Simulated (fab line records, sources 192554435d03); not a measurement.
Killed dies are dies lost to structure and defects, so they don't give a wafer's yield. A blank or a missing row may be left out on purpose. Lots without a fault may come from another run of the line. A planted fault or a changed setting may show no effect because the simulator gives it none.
Split-lot experiment | flow n5_finfet | 7 lots, 21 wafers read, on a route of 1938 steps

THE SPLIT
At N5_FIN_SAQP_COAT_49 (time 60 s, resist thk 100 nm), the setting spin_rpm was moved away from the recipe's 1500 rpm on 10 of the 21 wafers read, by -10.9% to +8.9%. The other wafers ran this setting at the recipe's value.

FROM THE SPLIT TO THE READING: what the file shows between them, 4 steps
- N5_FIN_SAQP_COAT_50: time 60 s, resist thk 35 nm
- N5_FIN_SAQP_COAT_10: resist thk 90 nm
- N5_FIN_SAQP_DESCUM_21: chemistry O2, time 7.9 s
- N5_FIN_SAQP_ETCH_51: etches SiARC in CF4, target depth 45.5 nm, time 75.8 s

THE READING
etch.depth_nm (the simulator's own value, which no gauge read), in nm, at N5_FIN_SAQP_ETCH_52 (etches SOC in N2/H2, target depth 100 nm, overetch 20 nm, time 150 s). The file gives no usual value for it. The 11 wafers here that ran the recipe average 100.02 nm, standard deviation 0.19 nm.

wafer  | tool, chamber at the split | spin_rpm as run, rpm | against the recipe | etch.depth_nm, nm | against lot-mates on the recipe
L076.1 | litho_track-05, 0          | 1634                 | +8.9%              | 95.95             | -3.89
L076.2 | litho_track-05, 0          | 1500                 | recipe             | 99.84             | -
L076.3 | litho_track-05, 0          | 1634                 | +8.9%              | 95.81             | -4.03
L078.4 | litho_track-02, 0          | 1419                 | -5.4%              | 102.5             | +2.30
L078.5 | litho_track-02, 0          | 1500                 | recipe             | 100.2             | -
L078.6 | litho_track-02, 0          | 1419                 | -5.4%              | 103               | +2.80
L082.3 | litho_track-05, 0          | 1500                 | recipe             | 100.3             | -
L082.5 | litho_track-05, 0          | 1500                 | recipe             | 100.1             | -
L082.6 | litho_track-05, 0          | 1552                 | +3.5%              | 98.25             | -1.95
L085.2 | litho_track-05, 0          | 1500                 | recipe             | 100.2             | -
L085.3 | litho_track-05, 0          | 1336                 | -10.9%             | 105.7             | +5.55
L085.4 | litho_track-05, 0          | 1500                 | recipe             | 100.1             | -
L086.2 | litho_track-02, 0          | 1500                 | recipe             | 100               | -
L086.5 | litho_track-02, 0          | 1366                 | -8.9%              | 104.9             | +4.90
L086.6 | litho_track-02, 0          | 1366                 | -8.9%              | 105               | +5.00
L089.1 | litho_track-04, 0          | 1500                 | recipe             | 99.72             | -
L089.4 | litho_track-04, 0          | 1500                 | recipe             | 99.72             | -
L089.2 | litho_track-04, 0          | 1500                 | recipe             | 99.89             | -
L091.1 | litho_track-04, 0          | 1604                 | +6.9%              | 96.76             | -3.34
L091.3 | litho_track-04, 0          | 1500                 | recipe             | 100.1             | -
L091.4 | litho_track-04, 0          | 1604                 | +6.9%              | 96.77             | -3.33

THE FIT
A straight line over all 21 wafers: etch.depth_nm changes by -0.503 nm for each +1% of spin_rpm; r = -1.00; the points scatter about the line by 0.24 nm.
The same after taking each lot's own level away (the mean of its wafers on the recipe; 21 wafers): -0.496 nm for each +1%; r = -1.00; scatter 0.24 nm.
On that fit, the largest move of spin_rpm shifts the reading by 5.4 nm.
The lots' own levels span 99.777 to 100.200 nm, that is 2.2 times the standard deviation above.
So the lot-to-lot level changes the slope little: the two slopes agree.
Check: with one of the wafers moved furthest among these (-10.9%) left out of the fit, the line predicts +5.49 nm for it against its lot-mates. It came out at +5.55 nm against them.

OTHER SPLITS ON THESE WAFERS
These wafers also went through other splits before the reading. Each is held against what the fit with the lots' levels taken away leaves over:
other split on the same wafers | wafers away from the commonest value | r with etch.depth_nm (lot level and that fit taken away)
N5_WELL_APT_EXPOSE_22 dose_mj  | 9                                    | -0.25
N5_WELL_APT_PEB_23 peb_temp_c  | 6                                    | -0.07
N5_FIN_SAQP_HM_DEP_72 time_s   | 3                                    | +0.41

THE WHOLE CHAIN: every reading that the file lists as answering this split, in the file's order
step                | what it does                                                         | reading                                                                         | change (the file's fit)             | r (the file's)
N5_FIN_SAQP_COAT_49 | time 60 s, resist thk 100 nm                                         | SOC_of_FIN_SAQP_COAT_49.thk_nm (the simulator's own value, which no gauge read) | -0.5 nm for each +1% of the setting | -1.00
N5_FIN_SAQP_ETCH_52 | etches SOC in N2/H2, target depth 100 nm, overetch 20 nm, time 150 s | etch.depth_nm (the simulator's own value, which no gauge read)                  | -0.5 nm for each +1% of the setting | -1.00

THE FILE'S OWN FIT
etch.depth_nm changes by -0.5 nm for each +1% of spin_rpm, r = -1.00.
